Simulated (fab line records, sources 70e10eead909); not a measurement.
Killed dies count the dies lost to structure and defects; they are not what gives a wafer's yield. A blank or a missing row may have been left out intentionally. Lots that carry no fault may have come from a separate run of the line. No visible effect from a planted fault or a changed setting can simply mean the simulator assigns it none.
Which tool is to blame?    flow nand harc    24 lots, 72 wafers sampled, at 5 steps of a route of 1302

WHAT EACH GAUGE READ, for each wafer
NHARC_A_CONTACT_CD_MEAS_53. Usual: cd nm at 289.5 nm, with a standard deviation of 0.72.
lot   measured      on         cd nm (nm)         flag
L074  day 22 01:43  cd sem-03  289.3 289.1 288.8  
L076  day 22 00:17  cd sem-01  290.6 289.6 289.7  
L075  day 22 04:16  cd sem-01  289.5 289.1 288.7  
L077  day 23 11:08  cd sem-03  288.2 289.8 291.2  
L079  day 23 11:22  cd sem-02  289.9 288.9 289.5  
L078  day 23 15:23  cd sem-01  290.0 288.2 289.4  
L080  day 24 08:01  cd sem-01  289.8 289.8 289.9  
L081  day 25 04:13  cd sem-02  289.7 289.2 289.6  
L082  day 25 07:23  cd sem-01  287.3 288.6 287.9  
L083  day 25 11:04  cd sem-01  289.7 289.4 289.6  
L084  day 25 11:56  cd sem-03  290.0 290.2 290.4  
L085  day 26 05:25  cd sem-03  289.7 288.6 288.9  
L086  day 26 06:36  cd sem-03  289.0 288.4 289.1  
L089  day 27 09:55  cd sem-01  289.5 288.9 289.6  
L088  day 27 08:23  cd sem-01  290.1 289.0 290.1  
L087  day 27 15:06  cd sem-01  288.8 288.3 288.8  
L091  day 28 17:04  cd sem-02  289.8 289.2 290.3  
L092  day 28 21:29  cd sem-03  290.1 290.0 289.7  
L090  day 28 21:47  cd sem-02  289.2 289.7 289.8  
L093  day 29 18:08  cd sem-03  290.8 290.7 290.6  
L097  day 30 16:50  cd sem-02  290.2 289.6 289.6  
L094  day 31 01:06  cd sem-03  290.5 289.1 290.7  
L095  day 31 01:52  cd sem-02  289.3 288.1 288.6  
L096  day 31 06:05  cd sem-03  289.1 290.1 289.4  

TOOL THAT RAN EACH LOT (tool first, then ch and the chambers of the sampled wafers, then the start)
lot   NHARC_A_WL_FILL_ALD_10            NHARC_A_CONTACT_ETCH_114              NHARC_A_CONTACT_ETCH_115              NHARC_A_CONTACT_ETCH_122
L074  ald hk-04 ch 0,1,2, day 21 00:25  har cap etch-03 ch 0,1, day 21 22:59  har cap etch-03 ch 0,1, day 21 23:09  har cap etch-03 ch 0,1, day 22 00:21
L076  ald hk-01 ch 1,2,3, day 21 01:28  har cap etch-02 ch 0,1, day 21 21:34  har cap etch-02 ch 0,1, day 21 21:44  har cap etch-02 ch 0,1, day 21 22:56
L075  ald hk-04 ch 0,1,3, day 21 05:56  har cap etch-02 ch 0,1, day 22 01:32  har cap etch-02 ch 0,1, day 22 01:43  har cap etch-02 ch 0,1, day 22 02:55
L077  ald hk-04 ch 0,2,3, day 22 13:36  har cap etch-02 ch 0,1, day 23 08:26  har cap etch-02 ch 0,1, day 23 08:37  har cap etch-02 ch 0,1, day 23 09:49
L079  ald hk-03 ch 0,1,2, day 22 14:05  har cap etch-03 ch 0,1, day 23 08:39  har cap etch-03 ch 0,1, day 23 08:49  har cap etch-03 ch 0,1, day 23 10:01
L078  ald hk-03 ch 1,3, day 22 16:52    har cap etch-01 ch 0,1, day 23 12:39  har cap etch-01 ch 0,1, day 23 12:49  har cap etch-01 ch 0,1, day 23 14:01
L080  ald hk-01 ch 1,2, day 23 06:30    har cap etch-03 ch 0,1, day 24 05:18  har cap etch-03 ch 0,1, day 24 05:28  har cap etch-03 ch 0,1, day 24 06:41
L081  ald hk-01 ch 0,2,3, day 24 05:08  har cap etch-02 ch 0,1, day 25 00:49  har cap etch-02 ch 0,1, day 25 01:03  har cap etch-02 ch 0,1, day 25 02:39
L082  ald hk-01 ch 0,3, day 24 08:12    har cap etch-01 ch 0,1, day 25 04:39  har cap etch-01 ch 0,1, day 25 04:49  har cap etch-01 ch 0,1, day 25 06:01
L083  ald hk-04 ch 0,3, day 24 13:07    har cap etch-03 ch 0,1, day 25 08:20  har cap etch-03 ch 0,1, day 25 08:31  har cap etch-03 ch 0,1, day 25 09:42
L084  ald hk-01 ch 0,1,3, day 24 13:38  har cap etch-02 ch 0,1, day 25 09:10  har cap etch-02 ch 0,1, day 25 09:20  har cap etch-02 ch 0,1, day 25 10:32
L085  ald hk-01 ch 2,3, day 25 00:58    har cap etch-02 ch 0,1, day 26 02:46  har cap etch-02 ch 0,1, day 26 02:56  har cap etch-02 ch 0,1, day 26 04:07
L086  ald hk-03 ch 1,2,3, day 25 05:34  har cap etch-01 ch 0,1, day 26 03:25  har cap etch-01 ch 0,1, day 26 03:35  har cap etch-01 ch 0,1, day 26 04:47
L089  ald hk-03 ch 0,1, day 26 07:46    har cap etch-01 ch 0,1, day 27 07:12  har cap etch-01 ch 0,1, day 27 07:22  har cap etch-01 ch 0,1, day 27 08:34
L088  ald hk-04 ch 1,2,3, day 26 08:47  har cap etch-02 ch 0,1, day 27 05:42  har cap etch-02 ch 0,1, day 27 05:52  har cap etch-02 ch 0,1, day 27 07:04
L087  ald hk-01 ch 1,3, day 26 17:27    har cap etch-03 ch 0,1, day 27 12:22  har cap etch-03 ch 0,1, day 27 12:32  har cap etch-03 ch 0,1, day 27 13:44
L091  ald hk-04 ch 0,3, day 27 18:59    har cap etch-02 ch 0, day 28 14:21    har cap etch-02 ch 0, day 28 14:31    har cap etch-02 ch 0, day 28 15:43
L092  ald hk-01 ch 1,2, day 27 23:20    har cap etch-01 ch 0,1, day 28 18:45  har cap etch-01 ch 0,1, day 28 18:55  har cap etch-01 ch 0,1, day 28 20:07
L090  ald hk-04 ch 0,1,2, day 28 00:22  har cap etch-03 ch 0,1, day 28 19:07  har cap etch-03 ch 0,1, day 28 19:17  har cap etch-03 ch 0,1, day 28 20:28
L093  ald hk-03 ch 0,3, day 28 11:44    har cap etch-01 ch 0,1, day 29 15:29  har cap etch-01 ch 0,1, day 29 15:39  har cap etch-01 ch 0,1, day 29 16:51
L097  ald hk-03 ch 0,1,2, day 29 18:44  har cap etch-02 ch 0,1, day 30 14:07  har cap etch-02 ch 0,1, day 30 14:18  har cap etch-02 ch 0,1, day 30 15:29
L094  ald hk-03 ch 1,2,3, day 29 23:01  har cap etch-01 ch 0,1, day 30 22:22  har cap etch-01 ch 0,1, day 30 22:32  har cap etch-01 ch 0,1, day 30 23:44
L095  ald hk-04 ch 0,2, day 29 23:07    har cap etch-03 ch 1, day 30 23:07    har cap etch-03 ch 1, day 30 23:17    har cap etch-03 ch 1, day 31 00:29
L096  ald hk-04 ch 0,3, day 30 02:50    har cap etch-02 ch 0,1, day 31 03:14  har cap etch-02 ch 0,1, day 31 03:24  har cap etch-02 ch 0,1, day 31 04:36
- NHARC_A_WL_FILL_ALD_10: deposits SiO2, target thk 50 nm, pulse time 10 s, ald cycles 500.
- NHARC_A_CONTACT_ETCH_114: etches the open film in C4F8/O2/Ar, time 190 s, target depth 1850 nm.
- NHARC_A_CONTACT_ETCH_115: etches the open film in C4F8/O2/Ar, time 190 s, target depth 1850 nm.
- NHARC_A_CONTACT_ETCH_122: etches the open film in C4F8/O2/Ar, time 190 s, target depth 1850 nm.

AS READ BY THE TOOLS THEMSELVES (means over the sampled wafers that have a number; for cases with no such wafer, the mark the record gives instead)
NHARC_A_WL_FILL_ALD_10. Usual: heater power w 486 W, standard deviation 60; precursor pulse height rel 0.999, standard deviation 0.02.
lot   tool       heater power w (W)  precursor pulse height rel  flag
L074  ald hk-04  470                 1.000                       
L076  ald hk-01  486                 1.018                       
L075  ald hk-04  433                 1.011                       
L077  ald hk-04  428                 0.982                       
L079  ald hk-03  551                 0.999                       
L078  ald hk-03  515                 0.997                       
L080  ald hk-01  525                 1.001                       
L081  ald hk-01  490                 0.995                       
L082  ald hk-01  508                 1.001                       
L083  ald hk-04  424                 1.012                       
L084  ald hk-01  520                 1.012                       
L085  ald hk-01  483                 0.997                       
L086  ald hk-03  506                 0.994                       
L089  ald hk-03  554                 1.004                       
L088  ald hk-04  437                 0.990                       
L087  ald hk-01  481                 0.989                       
L091  ald hk-04  422                 1.005                       
L092  ald hk-01  535                 1.004                       
L090  ald hk-04  480                 1.009                       
L093  ald hk-03  477                 0.990                       
L097  ald hk-03  536                 0.984                       
L094  ald hk-03  511                 0.981                       
L095  ald hk-04  453                 1.007                       
L096  ald hk-04  425                 0.992                       

THE ANSWER, worked out from the rows above alone
Rule: take the mean of a lot's wafers that have a number; if it is more than 3 standard deviations from the usual mean, the lot is off. A lot without any number at a reading at which 4 lots or more have one is off too. The other lots that the step has rows for count as sound. The gauges are gone through in route order, then the tools' own readings, and for those a lot's mean is taken as printed above. At the first step where some lot is off, the reading lying furthest off is the one used; lots without a number count as furthest.
No lot is off on any of the readings shown, so nothing can be concluded from this.

WHAT THE SIMULATOR PUT IN
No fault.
